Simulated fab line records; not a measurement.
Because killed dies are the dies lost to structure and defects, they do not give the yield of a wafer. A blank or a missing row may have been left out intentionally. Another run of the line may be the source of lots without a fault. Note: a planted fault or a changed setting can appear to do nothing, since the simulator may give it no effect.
Chamber matching | flow nandHarc | NHARC_A_SLIT_DESCUM_14 on rieDiel-06: 4 sister chambers
The step chemistry O2, time 3 s. 16 wafers are shown with their chamber, then 8 later ones without.

WAFERS WITH THEIR CHAMBER
wafer  | chamber | drypumpMotorCurrentA (A) | oesProductAu (a.u.) | throttleValvePct (%)
L074.2 | 3       | 5.9                      | 0.999               | 11.305
L074.5 | 0       | 5.0                      | 0.994               | 11.299
L074.6 | 3       | 5.9                      | 1.000               | 11.307
L078.1 | 1       | 5.2                      | 1.027               | 11.314
L078.5 | 1       | 5.2                      | 1.027               | 11.305
L078.6 | 3       | 5.9                      | 1.009               | 11.326
L076.2 | 3       | 5.9                      | 1.012               | 11.299
L076.4 | 0       | 4.9                      | 0.999               | 11.311
L076.6 | 3       | 5.9                      | 1.000               | 11.303
L086.1 | 0       | 5.0                      | 1.005               | 11.318
L086.3 | 2       | 5.8                      | 1.007               | 11.306
L086.6 | 1       | 5.2                      | 1.017               | 11.319
L085.1 | 1       | 5.2                      | 1.006               | 11.310
L085.5 | 1       | 5.2                      | 1.014               | 11.293
L085.6 | 0       | 4.9                      | 0.996               | 11.331
L094.1 | 3       | 5.9                      | 1.003               | 11.320

SIGNATURES (means of the wafers above)
reading              | chamber 0 | chamber 1 | chamber 2 | chamber 3 | scatter within a chamber
drypumpMotorCurrentA | 4.950     | 5.200     | 5.800     | 5.900     | 0.0289
oesProductAu         | 0.99850   | 1.01820   | 1.00700   | 1.00383   | 0.0067
throttleValvePct     | 11.31475  | 11.30820  | 11.30600  | 11.31000  | 0.0111
Rule: distance of a wafer from a chamber = root of the sum over the readings of ((wafer's reading minus chamber's mean) / reading's scatter) squared. The wafer belongs to the nearest chamber; if the next one is less than 2 further off, it can't be placed. The scatter: the root of (the sum of the squares of (reading less its chamber's mean) over the shown wafers, divided by (wafers less chambers)).

WAFERS WITHOUT THEIR CHAMBER
wafer  | drypumpMotorCurrentA (A) | oesProductAu (a.u.) | throttleValvePct (%)
L094.3 | 5.8                      | 0.999               | 11.303
L094.4 | 5.2                      | 1.006               | 11.323
L091.1 | 5.8                      | 1.007               | 11.315
L091.5 | 5.2                      | 1.009               | 11.301
L091.6 | 5.7                      | 1.005               | 11.316
L095.1 | 5.2                      | 1.019               | 11.305
L095.2 | 4.9                      | 0.982               | 11.305
L095.3 | 5.8                      | 1.011               | 11.314

THE CHAMBER EACH PASSED THROUGH
wafer  | from the rows above | in truth
L094.3 | 2                   | 2
L094.4 | 1                   | 1
L091.1 | 2                   | 2
L091.5 | 1                   | 1
L091.6 | 2                   | 2
L095.1 | 1                   | 1
L095.2 | 0                   | 0
L095.3 | 2                   | 2
Placed correctly: 8 of 8. From these rows, 0 cannot be placed. Number placed wrongly: 0.
